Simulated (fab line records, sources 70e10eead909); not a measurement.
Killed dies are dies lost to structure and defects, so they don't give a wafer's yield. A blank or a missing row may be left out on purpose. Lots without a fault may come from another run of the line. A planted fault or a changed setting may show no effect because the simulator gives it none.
Which tool did it? | flow nand_harc | 6 lots, 18 wafers sampled, at 5 steps of a route of 1302

WHAT THE GAUGES READ, wafer by wafer
NHARC_END_SORT_01.
lot  | measured     | on        | defect_limited_yield (%)
L350 | day 27 15:32 | prober-01 | 0 0 0
L356 | day 29 23:56 | prober-01 | 0 0 0

WHICH TOOL RAN EACH LOT (tool, then ch and the chambers of the sampled wafers, then the start)
lot  | NHARC_P_M1_ETCH_35                 | NHARC_P_M1_PVD_21                       | NHARC_P_M1_PRE_CLEAN_32        | NHARC_P_M2_DEP_00
L345 | rie_diel-08 ch 0,1, day 7 04:34    | pvd_sputter-01, day 7 07:38 or earlier  | pecvd-04 ch 0,2, day 7 07:38   | pecvd-03 ch 1,2, day 7 08:10
L348 | rie_diel-12 ch 1,2,3, day 8 06:48  | pvd_sputter-02, day 8 09:22 or earlier  | pecvd-04 ch 0,1,2, day 8 09:22 | pecvd-03 ch 0,1, day 8 09:53
L350 | rie_diel-12 ch 1,2, day 9 10:36    | pvd_sputter-03, day 9 13:10 or earlier  | pecvd-02 ch 0,1,2, day 9 13:10 | pecvd-02 ch 0,1,2, day 9 13:44
L356 | rie_diel-12 ch 1,2,3, day 11 18:46 | pvd_sputter-02, day 11 21:20 or earlier | pecvd-03 ch 0,2, day 11 21:20  | pecvd-02 ch 0,1,2, day 11 21:53
L364 | rie_diel-08 ch 0,2, day 14 21:05   | pvd_sputter-01, day 14 23:38 or earlier | pecvd-04 ch 0,2, day 14 23:38  | pecvd-03 ch 0,1,2, day 15 00:11
L366 | rie_diel-12 ch 0,1,3, day 16 04:41 | pvd_sputter-01, day 16 07:14 or earlier | pecvd-02 ch 0,1, day 16 07:14  | pecvd-04 ch 0,2, day 16 07:47
- NHARC_P_M1_ETCH_35: etches the open film in N2/H2, target depth 40 nm, overetch 12 nm, time 43.94 s.
- NHARC_P_M1_PVD_21: deposits Cu, target thk 30 nm, time 20.49 s.
- NHARC_P_M1_PRE_CLEAN_32: time 12 s.
- NHARC_P_M2_DEP_00: deposits SiOC, target thk 182.5 nm.

THE ANSWER, worked out from the rows above alone
Rule: what is usual is taken from the lots themselves. Put in order of their means at a reading, lots are off if they are a third of the lots or fewer, leave a main group of 4 or more, and stand apart from it by a gap of 3 or more times the standard deviation of the main group's means; of several such gaps the widest counts. A main group whose means are all the same, to the digits that the tables above print for the reading, isn't used. A lot without any number at a reading at which 4 lots or more have one is off too. The other lots that the step has rows for count as sound.
No lot is off at any reading shown: from this, nothing can be told.

WHAT THE SIMULATOR HAD PUT IN
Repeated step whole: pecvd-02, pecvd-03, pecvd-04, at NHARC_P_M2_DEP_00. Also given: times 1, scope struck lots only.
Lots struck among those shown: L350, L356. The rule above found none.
